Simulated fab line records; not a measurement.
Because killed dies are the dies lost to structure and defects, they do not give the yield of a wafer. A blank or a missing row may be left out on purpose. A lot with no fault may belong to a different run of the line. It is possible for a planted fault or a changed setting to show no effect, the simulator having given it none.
Split-lot experiment / flow n5-finfet / 7 lots, 21 wafers read, on a route of 1938 steps

## SPLIT DETAILS
At N5_BEOL_M1_TRENCH_ETCH_37 (etches SiOC in C4F6/O2, target depth 55.207 nm, time 29 s), the setting time-s was moved away from the recipe's 29 s on 7 of the 21 wafers read, by -8.7% to +22.2%. For the rest of the wafers, this setting stayed at what the recipe calls for.

## FROM THE SPLIT TO THE READING: what the file shows between them, 2 steps
- N5_BEOL_M1_ETCH_41: etches SiCN in CH3F/O2, target depth 31.9 nm, time 57.8 s
- N5_BEOL_M1_STRIP_97: strips in N2/H2, time 10 s

## THE READING
trench-depth-nm, in nm, at N5_BEOL_M1_OCD_MEAS_38. Typical for fault-free wafers on this fab line: 55.1 nm, with standard deviation 0.82 nm.

wafer=L077.1; tool, chamber at the split=rie-diel-01, 1; time-s as run, s=29; against the recipe=recipe; trench-depth-nm, nm=55.7; against lot-mates on the recipe=-
wafer=L077.4; tool, chamber at the split=rie-diel-01, 3; time-s as run, s=29; against the recipe=recipe; trench-depth-nm, nm=54.4; against lot-mates on the recipe=-
wafer=L077.6; tool, chamber at the split=rie-diel-01, 0; time-s as run, s=30.82; against the recipe=+6.3%; trench-depth-nm, nm=58.6; against lot-mates on the recipe=+3.6
wafer=L079.2; tool, chamber at the split=rie-diel-05, 2; time-s as run, s=29; against the recipe=recipe; trench-depth-nm, nm=54.7; against lot-mates on the recipe=-
wafer=L079.4; tool, chamber at the split=rie-diel-05, 1; time-s as run, s=35.45; against the recipe=+22.2%; trench-depth-nm, nm=67.1; against lot-mates on the recipe=+12.4
wafer=L079.5; tool, chamber at the split=rie-diel-05, 1; time-s as run, s=35.45; against the recipe=+22.2%; trench-depth-nm, nm=66.7; against lot-mates on the recipe=+12.0
wafer=L088.1; tool, chamber at the split=rie-diel-01, 0; time-s as run, s=26.47; against the recipe=-8.7%; trench-depth-nm, nm=50.6; against lot-mates on the recipe=-5.1
wafer=L088.5; tool, chamber at the split=rie-diel-01, 3; time-s as run, s=26.47; against the recipe=-8.7%; trench-depth-nm, nm=50.8; against lot-mates on the recipe=-4.9
wafer=L088.6; tool, chamber at the split=rie-diel-01, 0; time-s as run, s=29; against the recipe=recipe; trench-depth-nm, nm=55.7; against lot-mates on the recipe=-
wafer=L095.2; tool, chamber at the split=rie-diel-06, 3; time-s as run, s=29; against the recipe=recipe; trench-depth-nm, nm=54.6; against lot-mates on the recipe=-
wafer=L095.5; tool, chamber at the split=rie-diel-06, 1; time-s as run, s=32.47; against the recipe=+12.0%; trench-depth-nm, nm=59.6; against lot-mates on the recipe=+5.0
wafer=L095.6; tool, chamber at the split=rie-diel-06, 0; time-s as run, s=32.47; against the recipe=+12.0%; trench-depth-nm, nm=61.7; against lot-mates on the recipe=+7.1
wafer=L094.1; tool, chamber at the split=rie-diel-05, 3; time-s as run, s=29; against the recipe=recipe; trench-depth-nm, nm=55.5; against lot-mates on the recipe=-
wafer=L094.3; tool, chamber at the split=rie-diel-05, 0; time-s as run, s=29; against the recipe=recipe; trench-depth-nm, nm=56.0; against lot-mates on the recipe=-
wafer=L094.4; tool, chamber at the split=rie-diel-05, 2; time-s as run, s=29; against the recipe=recipe; trench-depth-nm, nm=54.0; against lot-mates on the recipe=-
wafer=L089.1; tool, chamber at the split=rie-diel-01, 2; time-s as run, s=29; against the recipe=recipe; trench-depth-nm, nm=54.0; against lot-mates on the recipe=-
wafer=L089.2; tool, chamber at the split=rie-diel-01, 3; time-s as run, s=29; against the recipe=recipe; trench-depth-nm, nm=54.9; against lot-mates on the recipe=-
wafer=L089.6; tool, chamber at the split=rie-diel-01, 2; time-s as run, s=29; against the recipe=recipe; trench-depth-nm, nm=55.0; against lot-mates on the recipe=-
wafer=L092.1; tool, chamber at the split=rie-diel-01, 3; time-s as run, s=29; against the recipe=recipe; trench-depth-nm, nm=54.9; against lot-mates on the recipe=-
wafer=L092.2; tool, chamber at the split=rie-diel-01, 2; time-s as run, s=29; against the recipe=recipe; trench-depth-nm, nm=54.2; against lot-mates on the recipe=-
wafer=L092.4; tool, chamber at the split=rie-diel-01, 3; time-s as run, s=29; against the recipe=recipe; trench-depth-nm, nm=55.4; against lot-mates on the recipe=-

FIT RESULTS
A straight line over all 21 wafers: trench-depth-nm changes by +0.521 nm for each +1% of time-s; r = +0.99; the points scatter about the line by 0.69 nm.
The same after taking each lot's own level away (the mean of its wafers on the recipe; 21 wafers): +0.545 nm for each +1%; r = +0.99; scatter 0.61 nm.
That fit puts the effect of the largest move of time-s on the reading at 12 nm.
Measured against the standard deviation above, the lots' own levels, which go from 54.60 to 55.70 nm, span 1.3 times it.
The two slopes are in agreement: the lot-to-lot level therefore moves the slope only a little.
Check: with one of the wafers moved furthest among these (+22.2%) left out of the fit, the line predicts +11.9 nm for it against its lot-mates. Against them it came out at +12.4 nm.

## FURTHER SPLITS ON THESE WAFERS
Before the reading, these wafers also passed through other splits. Each is held against what the fit with the lots' levels taken away leaves over:
other split on the same wafers=N5_BEOL_M0_SAQP_EXPOSE_37 dose-mj; wafers away from the commonest value=10; r with trench-depth-nm (lot level and that fit taken away)=+0.18
other split on the same wafers=N5_BEOL_M1_COAT_73 spin-rpm; wafers away from the commonest value=7; r with trench-depth-nm (lot level and that fit taken away)=-0.36

## THE WHOLE CHAIN: every reading that the file lists as answering this split, in the file's order
step=N5_BEOL_M1_TRENCH_ETCH_37; what it does=etches SiOC in C4F6/O2, target depth 55.207 nm, time 29 s; reading=etch.depth-nm (the simulator's own value, which no gauge read); change (the file's fit)=+0.54 nm for each +1% of the setting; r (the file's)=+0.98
step=N5_BEOL_M1_TRENCH_ETCH_37; what it does=etches SiOC in C4F6/O2, target depth 55.207 nm, time 29 s; reading=BEOL_M1.feature-depth-nm (the simulator's own value, which no gauge read); change (the file's fit)=+0.537 nm for each +1% of the setting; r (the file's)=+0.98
step=N5_BEOL_M1_OCD_MEAS_38; what it does=; reading=trench-depth-nm; change (the file's fit)=+0.544 nm for each +1% of the setting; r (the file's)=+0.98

## FILE'S OWN FIT
trench-depth-nm changes by +0.544 nm for each +1% of time-s, r = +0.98.
